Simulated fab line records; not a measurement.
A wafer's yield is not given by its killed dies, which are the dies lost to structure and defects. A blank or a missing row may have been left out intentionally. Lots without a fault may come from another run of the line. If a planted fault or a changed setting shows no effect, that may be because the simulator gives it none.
Matching of chambers	flow nand-harc	NHARC_A_WL_FILL_ALD_02 on ald-metal-03 has 4 sister chambers
The step deposits TiN, target thk 2 nm, pulse time 3 s, ald cycles 100. 8 wafers are shown with their chamber, then 9 later ones without.

## WAFERS WITH THEIR CHAMBER
wafer	chamber	heater-power-outer-w (W)	heater-power-w (W)
L077.5	0	754	1068
L084.1	0	722	1090
L087.1	3	558	901
L087.2	1	618	928
L087.3	2	705	1128
L090.3	3	559	905
L090.4	2	706	1129
L090.5	1	610	939

## WAFERS MISSING THEIR CHAMBER
wafer	heater-power-outer-w (W)	heater-power-w (W)
L088.2	778	1150
L088.3	695	1114
L088.5	619	923
L092.2	771	1138
L092.5	787	1173
L092.6	608	941
L094.1	611	939
L094.3	706	1149
L094.4	561	909

## EACH ONE'S CHAMBER
wafer	from the rows above	in truth
L088.2	2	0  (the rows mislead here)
L088.3	2	2
L088.5	1	1
L092.2	can't be placed: 2 or 0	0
L092.5	2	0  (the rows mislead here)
L092.6	1	1
L094.1	1	1
L094.3	2	2
L094.4	3	3
Correct placement for 6 of the 9. From these rows, 1 cannot be placed; in 1 the true chamber is one of the candidates. Number placed wrongly: 2.
How it was worked out, from the rows above alone: a wafer's distance from a chamber is the root of the sum, over the readings, of the square of ((its reading less the chamber's mean) divided by the reading's scatter). The wafer belongs to the nearest chamber; if the next one is less than 2 further off, it can't be placed. For every chamber, the mean is computed from those of its wafers that are shown. The scatter is the square root of a quotient: the sum, over the shown wafers, of each reading's squared deviation from its chamber's mean, divided by wafers minus chambers.
